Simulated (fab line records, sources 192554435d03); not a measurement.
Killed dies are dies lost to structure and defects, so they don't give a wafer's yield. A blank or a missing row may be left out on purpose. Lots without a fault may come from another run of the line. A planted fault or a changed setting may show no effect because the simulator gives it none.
fab line records | flow n5_finfet
record lots=3 wafers=9 last_day=17
route steps=1938 shown BEOL_M4@1099 BEOL_M5@1112 PASSIVATION@1936
lots that met no fault: from a run of the same line without faults
start_h: hours from the record's first day to the start of the lot's first wafer shown | wait_h: hours since the lot's step before | " the same as in the row above | L1.1+2: a row that stands for several wafers | - no value, or no start given | * or withheld: withheld | < > ~ a bound
route shown NAME@n: a module of which the file shows steps, and the number in the route of the first | usual: mean/standard deviation of fault-free wafers | same: alike in all rows | chamber/n: place in a boat | sites: the reading at each site | _std_site: their standard deviation | _edge_site: outer sites' mean less inner sites' | radius_mm: how far each site lies from the wafer's centre | mask NAME#n: copy n | behind: the tool/chamber that last shaped the wafer | hold: why the lot was held/for how many hours/how that ended | device: the transistor (n, p or np) that didn't switch | end of line: the same wafers' tests at the end of the route | a step without rows: its recipe alone | killed: dies lost to structure and defects at the first sort, not the wafer's yield | map: a wafer's dies, x killed, . not, _ none there
set.NAME: the setting as run; set.NAME@STEP: as run at that earlier step | model.NAME: the simulator's own value behind a step, which no gauge read
lots at some steps of the route; a table a step, a row a wafer
services: from which hour (start_h, from the record's first day; less than 0 if before it) a tool's chamber was out of use, for how many hours, and why
## steps
# step N5_BEOL_M4_ANNEAL_95
# recipe temp_c=400 time_s=240 ambient=vacuum
# step N5_BEOL_M4_SPUTTER_96
# recipe material=Cu target_thk_a=45 temp_c=-20 chamber_pressure_pa=0.07 power_w=withheld time_s=8.29
# step N5_BEOL_M4_ECD_50
# recipe material=Cu target_thk_a=3000
# step N5_BEOL_M4_ANNEAL_51
# recipe temp_c=225 time_s=90 ambient=N2
# step N5_BEOL_M4_CMP_52
# recipe stop_on=SiOC t_overpolish_s=6.8 down_force_psi=1 platen_rpm=50 clearing_platen_down_force_psi=1.5 clearing_platen_rpm=50 post_cmp_clean=cu_alkaline target_thk_nm=40 clearing_platen_pad_velocity_m_s=0.99484 pad_velocity_m_s=0.99484
# step N5_BEOL_M4_PRE_CLEAN_60
# recipe gas=NH3/H2 time_s=15 temp_c=* rf_power_w=300
# step N5_BEOL_M4_CO_CAP_55
# recipe material=Co target_thk_a=20 temp_c=200 precursor=CCTBA/H2 pressure_torr=30 time_s=102.1
# step N5_BEOL_M4_PRE_CLEAN_56
# recipe gas=NH3 time_s=15 temp_c=withheld rf_power_w=300
# step N5_BEOL_M4_DEP_57
# recipe material=SiCN target_thk_a=80 temp_c=withheld precursor=3MS/NH3 pressure_torr=3 rf_w=202 time_s=14
# step N5_BEOL_M4_RC_MEAS_101
# usual DIBL_N=35.3/2.5 DIBL_P=35/3.3 IOFF_N=0.15/0.049 IOFF_P=0.20/0.056 ION_N=673/16 ION_P=462/10 SS_N=71.2/0.85 SS_P=73.0/0.97 VT_N=252/4.9 VT_P=-251/5
# columns lot.wafer tool chamber start_h wait_h DIBL_N[mV/V] DIBL_P[mV/V] IOFF_N[nA/um] IOFF_P[nA/um] ION_N[uA/um] ION_P[uA/um] SS_N[mV/dec] SS_P[mV/dec] VT_N[mV] VT_P[mV]
L261.2 prober-01 0 198.07 0.2 38.6 40 0.23 0.29 701 479 72.4 73.8 244 -244
L261.3 " 0 " " 38.0 40 0.21 0.27 670 462 72.1 74.9 244 -246
L261.5 " 0 " " 37.9 40 0.20 0.27 691 472 72.4 74.3 246 -248
L271.1 prober-02 0 267.52 0.0 42.3 44 0.34 0.37 707 477 73.0 75.4 240 -241
L271.2 " 0 " " 37.7 40 0.22 0.26 684 466 71.8 74.4 245 -248
L271.6 " 0 " " 35.5 37 0.17 0.21 680 463 72.0 73.5 249 -251
L279.3 prober-02 0 312.68 0.3 33.6 31 0.09 0.12 655 450 69.8 71.7 261 -259
L279.4 " 0 " " 36.0 34 0.11 0.15 661 451 70.6 73.6 257 -259
L279.6 " 0 " " 33.1 30 0.08 0.11 645 448 70.3 71.6 259 -262
# step N5_BEOL_M5_ILD_DEP_00
# recipe material=SiCOH_lowk target_thk_a=1406.4 temp_c=300 precursor=DEMS/porogen pressure_torr=5 rf_w=500 time_s=25.9
# step N5_BEOL_M5_CURE_79
# recipe temp_c=385 time_s=240 ambient=He/Ar material=SiCOH_lowk
# step N5_BEOL_M5_PECVD_70
# recipe material=SiO2 target_thk_a=160 temp_c=400 precursor=TEOS/O2 pressure_torr=5.5 rf_w=450 teos_flow_sccm=53.8 gas=O2 flow_sccm=3000 time_s=18
# step N5_BEOL_M5_HM_DEP_02
# recipe material=TiN target_thk_a=200 temp_c=25 chamber_pressure_pa=0.49996
# usual throttle_valve_pct=29.6/1
# columns lot.wafer tool chamber start_h wait_h throttle_valve_pct model.TiN_of_BEOL_M5_HM_DEP_02.thk_nm
L261.2 pvd_sputter-02 - 200.58 1.0 30.4 20
L261.3 " - " " 29.6 20
L261.5 " - " " 29.0 20
L271.1 pvd_sputter-02 - 269.54 0.4 29.7 28.4
L271.2 " - " " 28.8 28.6
L271.6 " - " " 29.8 20.4
L279.3 pvd_sputter-01 - 314.59 0.6 31.2 20
L279.4 " - " " 29.4 20.2
L279.6 " - " " 27.5 20
# step N5_BEOL_M5_COAT_59
# recipe resist=SOC temp_c=250 time_s=60 spin_rpm=1500 resist_thk_nm=60
# step N5_BEOL_M5_COAT_60
# recipe resist=SiARC temp_c=220 time_s=60 spin_rpm=1500 resist_thk_nm=12
# step N5_BEOL_M5_COAT_71
# recipe resist=underlayer temp_c=205 time_s=60 spin_rpm=1500 resist_thk_nm=5
# step N5_BEOL_M5_COAT_05
# recipe resist=CAR-EUV spin_rpm=1500 resist_thk_nm=30
# step N5_BEOL_M5_EBR_07
# recipe solvent=PGMEA ebr_width_mm=1.5
# step N5_BEOL_M5_SOFTBAKE_06
# recipe temp_c=110 time_s=60 resist=CAR-EUV
# step N5_BEOL_M5_EXPOSE_08
# recipe mask_id=M5 na=0.33 source_shape=annular sigma_inner=0.4 sigma_outer=0.8 polarization=unpolarized target_cd_nm=28 dose_mj=35.75
# step N5_BEOL_M5_PEB_09
# recipe peb_temp_c=100 peb_time_s=60 resist=CAR-EUV
# step N5_BEOL_M5_DEVELOP_10
# recipe develop_time_s=30 developer=TMAH resist=CAR-EUV rinse_liquid=surfactant_rinse dry=air_spin dev_temp_c=23
# step N5_BEOL_M5_DESCUM_16
# recipe chemistry=O2 time_s=7 source_power_w=50 bias_power_w=20 pressure_mtorr=20 rf_frequency_hz=2.712e+07 temp_c=40 resist=CAR-EUV o2_flow_sccm=225
# step N5_BEOL_M5_ETCH_72
# recipe chemistry=N2/H2 target=underlayer target_depth_a=65 mask_material=CAR-EUV time_s=5.2 ion_energy_ev=200 pressure_mtorr=30 source_w=840 bias_w=150 n2_flow_sccm=200 h2_flow_sccm=200 ends=cleared
# step N5_BEOL_M5_ETCH_61
# recipe chemistry=CF4 target=SiARC target_depth_a=156 mask_material=CAR-EUV time_s=26 ion_energy_ev=80 pressure_mtorr=40 source_w=545 bias_w=36 Ar_flow_sccm=100 cf4_flow_sccm=100 ends=cleared
# step N5_BEOL_M5_ETCH_62
# recipe chemistry=N2/H2 target=SOC target_depth_a=750 overetch_a=150 mask_material=SiARC temp_c=40 time_s=112.5 ion_energy_ev=200 pressure_mtorr=30 source_w=840 bias_w=150 n2_flow_sccm=200 h2_flow_sccm=200
# step N5_BEOL_M5_STRIP_63
# recipe chemistry=N2/H2 temp_c=40 n2_flow_sccm=200 h2_flow_sccm=200 rf_frequency_hz=6e+07
# step N5_BEOL_M5_STRIP_73
# recipe chemistry=N2/H2 temp_c=40 n2_flow_sccm=200 h2_flow_sccm=200 rf_frequency_hz=6e+07
# step N5_BEOL_M5_STRIP_64
# recipe chemistry=CF4 resist=SiARC power_w=300 bias_power_w=75 pressure_mtorr=50 cf4_flow_sccm=150 rf_frequency_hz=6e+07
# step N5_BEOL_M5_HM_OPEN_17
# recipe chemistry=Cl2/BCl3 target_depth_a=200 overetch_a=60 target=TiN mask_material=SOC ion_energy_ev=150 pressure_mtorr=10 icp_w=1000 bias_w=126 Cl2_flow_sccm=53.25 bcl3_flow_sccm=21.75 Ar_flow_sccm=25
# usual chamber_pressure_mTorr=9.999/0.01 drypump_motor_current_A=5.9/0.35 oes_product_au=0.64/0.063 throttle_valve_pct=22.1/0.37
# columns lot.wafer tool chamber start_h wait_h chamber_pressure_mTorr drypump_motor_current_A oes_product_au rf_hours_counter_h throttle_valve_pct model.etch.depth_nm
L261.2 rie_metal-01 0 201.47 0.0 10.014 5.7 0.56 101 22.4 20.05
L261.3 " 0 " " 10.009 5.7 0.55 - 22.4 20.05
L261.5 " 1 " " 9.994 5.5 0.67 - 21.8 20.05
L271.1 rie_metal-03 1 270.67 0.0 9.986 6.4 0.70 75 21.3 26.3
L271.2 " 0 " " 10.014 6.1 0.78 41 22.3 25.22
L271.6 " 1 " " 9.979 6.4 0.60 - 21.5 20.31
L279.3 rie_metal-01 1 315.38 0.1 9.996 5.5 0.65 - 21.9 20.01
L279.4 " 0 " " 10.012 5.7 0.55 - 22.5 20.13
L279.6 " 0 " " 10.009 5.7 0.54 - 22.5 20.03
# step N5_BEOL_M5_STRIP_19
# recipe chemistry=O2 power_w=400 temp_c=40 pressure_mtorr=30 rf_frequency_hz=6e+07 bias_power_w=0 overash_fraction=0.2 o2_flow_sccm=225
# step N5_BEOL_M5_COAT_65
# recipe resist=SOC temp_c=250 time_s=60 spin_rpm=1500 resist_thk_nm=60
# step N5_BEOL_M5_COAT_66
# recipe resist=SiARC temp_c=220 time_s=60 spin_rpm=1500 resist_thk_nm=12
# step N5_BEOL_M5_TRENCH_ETCH_37
# recipe chemistry=C4F6/O2 target_depth_a=716.52 target=SiCOH_lowk time_s=24.7 ion_energy_ev=250 pressure_mtorr=30 source_w=345 bias_w=185 Ar_flow_sccm=300 C4F6_flow_sccm=10 O2_flow_sccm=10
# usual chamber_pressure_mTorr=30.003/0.028 drypump_motor_current_A=5.7/0.4 oes_product_au=0.76/0.078 rf_vpp_V=665/16 showerhead_plenum_p_Torr=2.81/0.088 throttle_valve_pct=20.98/0.29
# columns lot.wafer tool chamber start_h wait_h chamber_pressure_mTorr drypump_motor_current_A oes_product_au rf_hours_counter_h rf_vpp_V showerhead_plenum_p_Torr throttle_valve_pct model.TiN_of_BEOL_M5_HM_DEP_02.thk_nm
L261.2 rie_diel-02 1 - - 29.998 5.6 0.75 159 652 2.74 21.26 18
L261.3 " 3 " " 30.067 5.3 0.81 91 674 2.87 20.77 18
L261.5 " 2 " " 30.056 5.9 0.72 - 662 2.85 21.04 18
L271.1 rie_diel-02 2 - - 29.950 5.9 0.71 168 660 2.85 21.05 26.4
L271.2 " 0 " " 29.998 5.6 0.89 21 671 2.93 20.69 26.6
L271.6 " 1 " " 30.062 5.6 0.74 - 651 2.73 21.27 18.2
L279.3 rie_diel-03 1 - - 29.971 5.1 0.93 16 654 2.79 21.06 17.8
L279.4 " 3 " " 30.020 5.2 0.70 - 637 2.72 21.14 18.2
L279.6 " 1 " " 29.970 5.1 0.92 - 655 2.79 21.08 17.8
# step N5_BEOL_M5_OCD_MEAS_38
# usual trench_depth_nm=70.9/1.7
# columns lot.wafer tool chamber start_h wait_h trench_depth_nm
L261.2 ocd-01 - 205.50 - 69.6
L261.3 " - " " 71.3
L261.5 " - " " 68.8
L271.1 ocd-01 - 272.61 - 44.1
L271.2 " - " " 12.9
L271.6 " - " " 69.5
L279.3 ocd-02 - 319.27 - 74.3
L279.4 " - " " 68.2
L279.6 " - " " 73.5
# step N5_PASSIVATION_PROBE_49
# usual defect_limited_yield=91.3/1.4 killed_at_M0_to_M3=33/9.9 killed_at_M4_up=15/5.6 killed_at_contacts=13/5.7 killed_at_front_end=38/12 killed_at_other=4/3.1 killed_dies=103/17 killed_open=66/13 killed_short=32/7.8 sort_bin_4_leakage=0.02/0.16 sort_bin_5_function=5.1/0.95 sort_bin_6_memory=3.2/0.68 sort_n_pass=1077/17 sort_yield_pct=91.3/1.5
# same gross_dies=1180 killed_at_back_side=0 sort_bin_8_speed[%]=0
# columns lot.wafer tool chamber start_h wait_h defect_limited_yield[%] killed_at_M0_to_M3 killed_at_M4_up killed_at_contacts killed_at_front_end killed_at_other killed_dies killed_open killed_short sort_bin_4_leakage[%] sort_bin_5_function[%] sort_bin_6_memory[%] sort_n_pass sort_yield_pct[%]
L261.2 prober-01 - 302.92 0.1 93.6 22 21 13 15 4 75 45 27 0 4.5 1.8 1105 93.6
L261.3 prober-01 - 302.97 0.1 93.1 11 9 12 45 5 82 48 33 0 4.3 2.5 1098 93.1
L261.5 prober-01 - 303.07 0.2 89.6 32 18 25 44 4 123 71 43 0 6.3 3.1 1057 89.6
L271.1 prober-02 - 371.59 0.0 51.9 58 432 11 65 2 568 102 51 0.51 43.1 4.8 606 51.4
L271.2 prober-02 - 371.64 0.1 22.5 42 796 13 60 3 914 88 38 0 73.5 3.4 266 22.5
# killed by level:class
L261.2 MOL_CONTACT_COAG:geometric_particle:open=11 BEOL_M4:geometric_particle:open=11 BEOL_M0_SAQP:geometric_particle:open=7 BEOL_M4:geometric_particle:short=6 BEOL_M0_SAQP:geometric_particle:short=4 BEOL_M3:geometric_particle:short=4 BEOL_M8:geometric_particle:open=3 FIN_SAQP:geometric_particle:open=2
L261.3 FIN_SAQP:geometric_particle:open=9 FIN_SAQP:geometric_particle:short=9 MOL_CONTACT_COAG:geometric_particle:open=9 GATE_CUT:geometric_particle:short=6 STI_FIN_REVEAL:geometric_particle:open=5 DUMMY_GATE:geometric_particle:open=5 BEOL_M3:geometric_particle:open=4 MOL_CONTACT_COAG:geometric_particle:short=3
L261.5 MOL_CONTACT_COAG:geometric_particle:open=18 HKMG_FIN:area_etch=9 BEOL_M4:geometric_particle:open=8 FIN_SAQP:geometric_particle:short=7 MOL_CONTACT_COAG:geometric_particle:short=7 BEOL_M0_SAQP:geometric_particle:short=7 DUMMY_GATE:geometric_particle:open=6 BEOL_M1:geometric_particle:open=6
L271.1 BEOL_M5:area_open=414 BEOL_M0_SAQP:geometric_particle:short=24 FIN_SAQP:geometric_particle:open=21 BEOL_M0_SAQP:geometric_particle:open=21 STI_FIN_REVEAL:geometric_particle:open=15 BEOL_M4:geometric_particle:open=11 BEOL_M2:geometric_particle:open=8 MOL_CONTACT_COAG:geometric_particle:open=7
L271.2 BEOL_M5:area_open=784 STI_FIN_REVEAL:geometric_particle:open=26 BEOL_M0_SAQP:geometric_particle:open=18 BEOL_M0_SAQP:geometric_particle:short=12 MOL_CONTACT_COAG:geometric_particle:open=11 FIN_SAQP:geometric_particle:open=8 GATE_CUT:geometric_particle:short=6 STI_FIN_REVEAL:geometric_particle:short=5
# map L271.2 (x killed, . not)
_________________.x...xx.x...________________
______________.........x....xx.x_____________
___________..xx....x.....x..xxxxx.x__________
__________.........x.........x.xxx.._________
________x.x..x..x....x....xx.xxxxxx.xx_______
_______xxx..x..xxxx.........xxxxxxx.xx.______
______xxx....xxxxx..x......x.xxxxxxxx.x._____
_____xx.xx.....x........xxx.xxxxxxxxxxx..____
____xx.x.x.x..x.............xxxxxxxxxxx.x.___
___xxxx.x...x.xxx...........xxxxxxxxxxxx.xx__
___.xx..x.x.xx.x.......x.xx.xxxxxxxxxxxxx..__
__xxx.xx.x.xxxx....x....x.xxxxxxx..xxxxxx..x_
__x.x.x.......x.xx....xxxxxxxxxxx..x.xxxxxxx_
_xxxxxx.xx.x..xx..x.xxxxxxxxxxxxxxxxxxxxxxxxx
_xxxxxxxxxx...xx.xxxxxxxxxxxxxxxxxxxxxxxxxxxx
_xxxxxxxx.xxx.xxx..xxxxxxxxxxxxxxxx.x.xxxxxxx
_xxxxxxxxxxxx.x.xxxxxxxxxxxxxxxxxxxxxxxxxxxxx
_xxxxxxxxxxxxxxxxxxxxxxxxxxxxxxxxxxxxxxxxxxxx
_xxxxxxxxxxxxxxxxxxxxxxxxxxxxxxxxxxxxxxxxxxxx
_xxxxxxxxxxxxxxxxxxxxxxxxxxxxxxxxxxxxxxxxxxxx
_xxxxxxxxxxxxxxxxxxxxxxxxxxxxxxxxxxxxx.xxxxx.
__xxxxxxxxxxxxxxxxxxxxxxxxxxxxx.xxxxxxx.xxxx_
__xxxxxxxxxxxxxxxxxxxxxxxxxxxxxxxxxxxxxxxxxx_
___xxxxxxxxxxxxxxx..xxxxxxxxxxxxxxxxxxxxxx.__
___xxxxxxxxxxxx.xxxxxxxxxxxxxxxxxxxxxxx.xxx__
____xxxxxxxxxxxxxxxxxxxxxxxxxxxxxxxxxxx.x.___
_____xxxxxxxxxxxxxxxxxxxxxxxxxx..xxxxxx..____
______xxxx.xxxxxxxxxxxxxxxxxxxxx.x.x..x._____
_______xxx.xxxxxxxxxxxxxxxxxxx.xx.x.xx.______
________xxxxxxxxxxxxxxxxxxxxxxxxx.x..._______
__________xx.xxxxxxxxxxxxxx.x.xx...._________
___________xxxxxxxxxxxxxxxxxxxx.x..__________
______________xxxxxxxxxxxxxxxxxx_____________
_________________xxx.xxxxxxxx________________
# map L261.5 (x killed, . not)
_________________......x.....________________
______________...........x.x...._____________
___________........................__________
__________...x.x.....x.....x...x..x._________
________..x.....x............x...x..x._______
_______.........x.........x......x.....______
______...x...........xx..x.............._____
_____........x......x....................____
____.x..........................x...x.....___
___....x......x..x...x.....................__
___x.......x........x....x.x......xx....x..__
__..x...........x.....x...............xx...._
__........x......x.........................._
_....x...............x...x.x........x.x......
_....x.x....x.........x..x...................
_............x......x..........x.............
_........x...............x........xx.........
_.....x.....................x......x.x.....x.
_.x..................................x..x....
_........x.x..............xx.....x...........
_..x.......x.....x...........................
__...x...........x....x....x................_
__.....................x...x.....x.........._
___.x...x....x.....x.......x...x.x.........__
___........................................__
____.............x..........x..xx.....x..x___
_____..x..................x.............x____
______x.....................x.........x._____
_______..x.............................______
________.xxx......x...............x.x._______
__________.x.......x....x........x.._________
___________x...x...........x..x....__________
______________......x.x.x......._____________
_________________............________________
## services
# columns tool chamber start_h hours kind
rie_diel-02 - 212.13 28.1 pm
rie_metal-03 1 218.36 1.4 repair
rie_diel-03 1 245.77 - clean
rie_diel-03 1 245.77 - consumable_replace:focus_ring
rie_diel-03 1 245.77 18.5 scheduled_down
rie_diel-03 1 245.77 18.5 vent_cycle
rie_metal-01 - 252.55 4.3 pm
rie_metal-01 1 259.54 2.0 repair
rie_diel-02 1 285.26 2.9 repair
rie_diel-02 2 311.15 15.1 repair
rie_diel-03 2 315.58 9.5 repair
## key
first_sign step=N5_BEOL_M5_OCD_MEAS_38 reading=trench_depth_nm direction=down sigmas=26 usual=70.9 struck=28.5
effect step=N5_PASSIVATION_PROBE_49 reading=killed_at_M4_up direction=up sigmas=99+ usual=15 struck=614
model_effect step=N5_BEOL_M5_HM_DEP_02 value=TiN_of_BEOL_M5_HM_DEP_02.thk_nm without=20.3 struck=28.5
model_effect step=N5_BEOL_M5_HM_OPEN_17 value=etch.depth_nm without=20.36 struck=25.76
model_effect step=N5_BEOL_M5_TRENCH_ETCH_37 value=TiN_of_BEOL_M5_HM_DEP_02.thk_nm without=18.3 struck=26.5
more_kills_born_at N5_BEOL_M5_HM_OPEN_17@rie_metal-03=1198
met_at N5_BEOL_M5_HM_DEP_02
struck_wafers L271.1,L271.2
later_rows_left_out L271.2
onset_between 200.58 269.54
fault kind=process_parameter_drift tool=pvd_sputter-02 chamber=- onset_h=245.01 steps=N5_BEOL_M5_HM_DEP_02 channel=target_thk_a offset=* shape=step end_h=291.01 scope=struck_wafers_only acts_in=* stated=*
# later_rows_left_out: the simulator's readings of these wafers behind a module that went badly wrong aren't trusted and aren't shown, but for the sort
